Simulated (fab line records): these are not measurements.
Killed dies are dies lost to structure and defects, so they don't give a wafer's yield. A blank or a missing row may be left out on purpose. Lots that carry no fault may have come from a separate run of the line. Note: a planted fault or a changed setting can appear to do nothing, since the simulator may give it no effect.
What tool caused it? || flow nand harc || 12 lots with 36 wafers sampled at 3 steps, on a route of 1302 steps

## WHAT EACH GAUGE READ, for each wafer
NHARC_A_CHANNEL_HOLE_D1_OVL_MEAS_11.
{"lot": "L075", "measured": "day 8 20:34", "on": "overlay-01", "overlay x nm (nm)": "-0.6 -0.7 -0.2"}
{"lot": "L077", "measured": "day 9 17:24", "on": "overlay-01", "overlay x nm (nm)": "0.7 0.7 0.5"}
{"lot": "L079", "measured": "day 10 17:37", "on": "overlay-02", "overlay x nm (nm)": "0.1 -0.1 -0.3"}
{"lot": "L081", "measured": "day 11 14:04", "on": "overlay-01", "overlay x nm (nm)": "0.2 0.2 -0.1"}
{"lot": "L083", "measured": "day 12 08:28", "on": "overlay-02", "overlay x nm (nm)": "0.0 0.1 0.7"}
{"lot": "L086", "measured": "day 13 00:32", "on": "overlay-01", "overlay x nm (nm)": "-0.7 -0.3 0.1"}
{"lot": "L087", "measured": "day 13 23:46", "on": "overlay-01", "overlay x nm (nm)": "1.0 0.5 0.4"}
{"lot": "L088", "measured": "day 14 23:37", "on": "overlay-01", "overlay x nm (nm)": "0.9 0.7 0.3"}
{"lot": "L091", "measured": "day 15 09:57", "on": "overlay-01", "overlay x nm (nm)": "0.7 1.2 0.8"}
{"lot": "L093", "measured": "day 16 11:02", "on": "overlay-02", "overlay x nm (nm)": "1.1 0.8 1.2"}
{"lot": "L095", "measured": "day 17 02:20", "on": "overlay-01", "overlay x nm (nm)": "1.2 0.4 0.7"}
{"lot": "L097", "measured": "day 17 21:49", "on": "overlay-01", "overlay x nm (nm)": "0.0 -0.3 -0.6"}

## TOOL THAT RAN EACH LOT (tool first, then ch and the chambers of the sampled wafers, then the start)
{"lot": "L075", "NHARC_P_BONDPAD_PVD_27": "pvd sputter-01, day 7 04:05 or earlier", "NHARC_P_BONDPAD_ANNEAL_28": "rtp anneal-02 ch 0, day 7 04:05"}
{"lot": "L077", "NHARC_P_BONDPAD_PVD_27": "pvd sputter-02, day 7 22:44 or earlier", "NHARC_P_BONDPAD_ANNEAL_28": "rtp anneal-02 ch 0, day 7 22:44"}
{"lot": "L079", "NHARC_P_BONDPAD_PVD_27": "pvd sputter-03, day 8 22:33 or earlier", "NHARC_P_BONDPAD_ANNEAL_28": "rtp anneal-02 ch 0, day 8 22:33"}
{"lot": "L081", "NHARC_P_BONDPAD_PVD_27": "pvd sputter-02, day 9 12:40 or earlier", "NHARC_P_BONDPAD_ANNEAL_28": "rtp anneal-01 ch 0, day 9 12:40"}
{"lot": "L083", "NHARC_P_BONDPAD_PVD_27": "pvd sputter-01, day 10 12:37 or earlier", "NHARC_P_BONDPAD_ANNEAL_28": "rtp anneal-01 ch 0, day 10 12:37"}
{"lot": "L086", "NHARC_P_BONDPAD_PVD_27": "pvd sputter-03, day 11 08:13 or earlier", "NHARC_P_BONDPAD_ANNEAL_28": "rtp anneal-02 ch 0, day 11 08:13"}
{"lot": "L087", "NHARC_P_BONDPAD_PVD_27": "pvd sputter-01, day 12 06:13 or earlier", "NHARC_P_BONDPAD_ANNEAL_28": "rtp anneal-01 ch 0, day 12 06:13"}
{"lot": "L088", "NHARC_P_BONDPAD_PVD_27": "pvd sputter-01, day 13 00:53 or earlier", "NHARC_P_BONDPAD_ANNEAL_28": "rtp anneal-01 ch 0, day 13 00:53"}
{"lot": "L091", "NHARC_P_BONDPAD_PVD_27": "pvd sputter-01, day 13 14:58 or earlier", "NHARC_P_BONDPAD_ANNEAL_28": "rtp anneal-01 ch 0, day 13 14:58"}
{"lot": "L093", "NHARC_P_BONDPAD_PVD_27": "pvd sputter-01, day 14 17:14 or earlier", "NHARC_P_BONDPAD_ANNEAL_28": "rtp anneal-01 ch 0, day 14 17:14"}
{"lot": "L095", "NHARC_P_BONDPAD_PVD_27": "pvd sputter-02, day 15 04:43 or earlier", "NHARC_P_BONDPAD_ANNEAL_28": "rtp anneal-01 ch 0, day 15 04:43"}
{"lot": "L097", "NHARC_P_BONDPAD_PVD_27": "pvd sputter-02, day 16 02:04 or earlier", "NHARC_P_BONDPAD_ANNEAL_28": "rtp anneal-01 ch 0, day 16 02:04"}
- NHARC_P_BONDPAD_PVD_27: deposits Cu, target thk 30 nm, time 20.49 s.
- NHARC_P_BONDPAD_ANNEAL_28: time 90 s.

## THE ANSWER, worked out from the rows above alone
Rule: usual is defined by the lots themselves. Put in order of their means at a reading, lots are off if they are a third of the lots or fewer, leave a main group of 4 or more, and stand apart from it by a gap of 3 or more times the standard deviation of the main group's means; of several such gaps the widest counts. Not used: any main group whose means are identical at the precision the tables above print for the reading. Also off: a lot with no number at a reading for which 4 or more lots have one. All remaining lots with rows at the step are treated as sound.
No lot is off at any reading shown: from this, nothing can be told.

## WHAT THE SIMULATOR HAD PUT IN
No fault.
